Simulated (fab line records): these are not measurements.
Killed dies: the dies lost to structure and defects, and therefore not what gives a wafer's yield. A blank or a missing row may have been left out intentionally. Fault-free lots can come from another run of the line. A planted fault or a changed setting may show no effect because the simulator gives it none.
Chamber matching -- flow n5Finfet -- N5_BEOL_M1_PRE_CLEAN_60 on cvdCo-01: 3 sister chambers
The step time 15 s. 3 wafers are shown with their chamber, then 11 later ones without.

WAFERS, EACH WITH ITS CHAMBER
wafer,chamber,heaterPowerW (W)
L085.5,0,88
L085.6,1,86
L086.1,2,89

WAFERS WITH NO CHAMBER GIVEN
wafer,heaterPowerW (W)
L086.3,89
L086.4,90
L089.2,83
L089.4,88
L089.5,84
L090.1,82
L090.3,91
L090.5,84
L094.3,86
L094.5,83
L094.6,88

WHICH CHAMBER EACH WENT THROUGH
wafer,from the rows above,in truth
L086.3,can't be placed: 2 or 0 or 1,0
L086.4,can't be placed: 2 or 0 or 1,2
L089.2,can't be placed: 1 or 0 or 2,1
L089.4,can't be placed: 0 or 2 or 1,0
L089.5,can't be placed: 1 or 0 or 2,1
L090.1,can't be placed: 1 or 0 or 2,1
L090.3,can't be placed: 2 or 0 or 1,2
L090.5,can't be placed: 1 or 0 or 2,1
L094.3,can't be placed: 1 or 0 or 2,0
L094.5,can't be placed: 1 or 0 or 2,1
L094.6,can't be placed: 0 or 2 or 1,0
Correct placement for 0 of the 11. These rows do not allow placing 11 (true chamber among the candidates in 11). 0 placed wrongly.
How it was worked out, from the rows above alone: a wafer's distance from a chamber is the root of the sum, over the readings, of the square of ((its reading less the chamber's mean) divided by the reading's scatter). The wafer belongs to the nearest chamber; if the next one is less than 2 further off, it can't be placed. Each chamber's mean is taken over the wafers shown for it. The scatter (one wafer shown for each chamber): square how far every hidden wafer sits from the nearest shown wafer, average those squares and take the square root.
